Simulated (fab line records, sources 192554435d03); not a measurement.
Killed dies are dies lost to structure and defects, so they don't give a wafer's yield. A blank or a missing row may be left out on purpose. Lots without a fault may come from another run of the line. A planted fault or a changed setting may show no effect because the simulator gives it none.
Chamber matching | flow n5_finfet | N5_DUMMY_GATE_ALD_02 on ald_sin-01: 4 sister chambers
The step deposits SiO2, target thk 2 nm, pulse time 1 s. 8 wafers are shown with their chamber, then 11 later ones without.

WAFERS WITH THEIR CHAMBER
wafer  | chamber | heater_power_w (W) | precursor_pulse_height_rel
L084.1 | 1       | 441                | 0.994
L084.4 | 1       | 438                | 1.027
L086.3 | 3       | 498                | 0.978
L086.5 | 0       | 514                | 1.000
L087.1 | 0       | 526                | 1.001
L087.2 | 3       | 496                | 0.999
L087.3 | 2       | 494                | 1.014
L088.2 | 2       | 467                | 1.004

WAFERS WITHOUT THEIR CHAMBER
wafer  | heater_power_w (W) | precursor_pulse_height_rel
L088.3 | 494                | 1.020
L088.5 | 483                | 1.018
L089.3 | 483                | 0.999
L089.5 | 487                | 0.964
L089.6 | 431                | 1.007
L093.2 | 513                | 0.986
L093.3 | 452                | 1.016
L093.6 | 511                | 1.011
L097.1 | 429                | 0.998
L097.3 | 496                | 1.023
L097.6 | 487                | 0.995

WHICH CHAMBER EACH WENT THROUGH
wafer  | from the rows above          | in truth
L088.3 | can't be placed: 2 or 3 or 0 | 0
L088.5 | can't be placed: 2 or 3      | 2
L089.3 | can't be placed: 2 or 3      | 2
L089.5 | can't be placed: 3 or 2      | 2
L089.6 | 1                            | 1
L093.2 | can't be placed: 0 or 3      | 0
L093.3 | can't be placed: 1 or 2      | 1
L093.6 | can't be placed: 0 or 3 or 2 | 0
L097.1 | 1                            | 1
L097.3 | can't be placed: 2 or 3 or 0 | 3
L097.6 | can't be placed: 3 or 2      | 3
Placed correctly: 2 of 11. Can't be placed from these rows: 9 (the true chamber is among the candidates in 9). Placed wrongly: 0.
How it was worked out, from the rows above alone: a wafer's distance from a chamber is the root of the sum, over the readings, of the square of ((its reading less the chamber's mean) divided by the reading's scatter). The wafer belongs to the nearest chamber; if the next one is less than 2 further off, it can't be placed. A chamber's mean is the mean of its shown wafers. The scatter: the root of (the sum of the squares of (reading less its chamber's mean) over the shown wafers, divided by (wafers less chambers)).
